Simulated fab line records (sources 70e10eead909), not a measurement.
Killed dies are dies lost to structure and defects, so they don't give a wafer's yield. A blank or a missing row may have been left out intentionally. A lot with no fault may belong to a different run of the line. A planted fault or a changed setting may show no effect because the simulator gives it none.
Matching of chambers / flow nand harc / NHARC_A_CONTACT_ETCH_90 on rie diel-01: 4 sister chambers
The step etches the open film in CH3F/O2, target depth 40 nm, time 85.7 s. 8 wafers are shown with their chamber, then 7 later ones without.

WAFERS, EACH WITH ITS CHAMBER
wafer=L074.6; chamber=3; showerhead plenum p Torr (Torr)=2.49; drypump motor current A (A)=5.8
wafer=L077.5; chamber=1; showerhead plenum p Torr (Torr)=2.60; drypump motor current A (A)=6.1
wafer=L076.3; chamber=3; showerhead plenum p Torr (Torr)=2.49; drypump motor current A (A)=5.9
wafer=L076.4; chamber=2; showerhead plenum p Torr (Torr)=2.46; drypump motor current A (A)=5.5
wafer=L079.5; chamber=0; showerhead plenum p Torr (Torr)=2.49; drypump motor current A (A)=5.5
wafer=L079.6; chamber=1; showerhead plenum p Torr (Torr)=2.60; drypump motor current A (A)=6.1
wafer=L084.2; chamber=0; showerhead plenum p Torr (Torr)=2.48; drypump motor current A (A)=5.5
wafer=L084.3; chamber=2; showerhead plenum p Torr (Torr)=2.45; drypump motor current A (A)=5.5

WAFERS MISSING THEIR CHAMBER
wafer=L084.5; showerhead plenum p Torr (Torr)=2.59; drypump motor current A (A)=6.1
wafer=L086.1; showerhead plenum p Torr (Torr)=2.59; drypump motor current A (A)=6.1
wafer=L086.2; showerhead plenum p Torr (Torr)=2.48; drypump motor current A (A)=5.4
wafer=L086.3; showerhead plenum p Torr (Torr)=2.48; drypump motor current A (A)=5.8
wafer=L089.3; showerhead plenum p Torr (Torr)=2.47; drypump motor current A (A)=5.9
wafer=L089.5; showerhead plenum p Torr (Torr)=2.47; drypump motor current A (A)=5.4
wafer=L089.6; showerhead plenum p Torr (Torr)=2.58; drypump motor current A (A)=6.1

CHAMBER TAKEN BY EACH
wafer=L084.5; from the rows above=1; in truth=1
wafer=L086.1; from the rows above=1; in truth=1
wafer=L086.2; from the rows above=0; in truth=0
wafer=L086.3; from the rows above=3; in truth=3
wafer=L089.3; from the rows above=3; in truth=3
wafer=L089.5; from the rows above=can't be placed: 0 or 2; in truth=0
wafer=L089.6; from the rows above=1; in truth=1
Correctly placed: 6 of 7. Cannot be placed on the basis of these rows: 1; the candidates contain the true chamber in 1. Wrongly placed: 0.
How it was worked out, from the rows above alone: a wafer's distance from a chamber is the root of the sum, over the readings, of the square of ((its reading less the chamber's mean) divided by the reading's scatter). The wafer belongs to the nearest chamber; if the next one is less than 2 further off, it can't be placed. For every chamber, the mean is computed from those of its wafers that are shown. The scatter: take each reading less its chamber's mean, square it, sum over the shown wafers, divide by the number of wafers less the number of chambers, and take the root.
